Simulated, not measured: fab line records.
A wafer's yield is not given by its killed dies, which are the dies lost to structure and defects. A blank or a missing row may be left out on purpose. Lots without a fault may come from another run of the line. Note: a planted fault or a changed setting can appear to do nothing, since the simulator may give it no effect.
Chamber matching	flow nand-harc	NHARC_A_CONTACT_ETCH_91 on rie-diel-06: 4 sister chambers
The step etches the open film in CH3F/O2, target depth 40 nm, time 85.7 s. 8 wafers are shown with their chamber, then 9 later ones without.

WAFERS, EACH WITH ITS CHAMBER
wafer	chamber	showerhead-plenum-p-Torr (Torr)	rf-vpp-V (V)
L077.6	2	2.61	245.5
L082.4	1	2.43	244.5
L082.6	0	2.34	244.6
L088.5	3	2.35	242.7
L088.6	0	2.33	242.3
L091.3	2	2.59	244.9
L091.4	1	2.42	243.0
L091.6	3	2.35	244.3

WAFERS WITHOUT THEIR CHAMBER
wafer	showerhead-plenum-p-Torr (Torr)	rf-vpp-V (V)
L093.1	2.59	245.7
L093.2	2.35	243.8
L093.3	2.42	242.8
L092.1	2.35	243.5
L092.2	2.33	242.5
L092.3	2.42	243.8
L096.1	2.58	244.1
L096.2	2.41	244.5
L096.6	2.58	245.2

WHICH CHAMBER EACH WENT THROUGH
wafer	from the rows above	in truth
L093.1	2	2
L093.2	can't be placed: 3 or 0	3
L093.3	1	1
L092.1	can't be placed: 3 or 0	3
L092.2	can't be placed: 0 or 3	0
L092.3	1	1
L096.1	2	2
L096.2	1	1
L096.6	2	2
Placed correctly: 6 of 9. Unplaceable from these rows: 3, with the true chamber sitting among the candidates in 3. Wrongly placed: 0.
How it was worked out, from the rows above alone: a wafer's distance from a chamber is the root of the sum, over the readings, of the square of ((its reading less the chamber's mean) divided by the reading's scatter). If the next closest chamber is less than 2 further off than the closest, the wafer can't be placed; otherwise it belongs to the closest. For every chamber, the mean is computed from those of its wafers that are shown. The scatter: take each reading less its chamber's mean, square it, sum over the shown wafers, divide by the number of wafers less the number of chambers, and take the root.
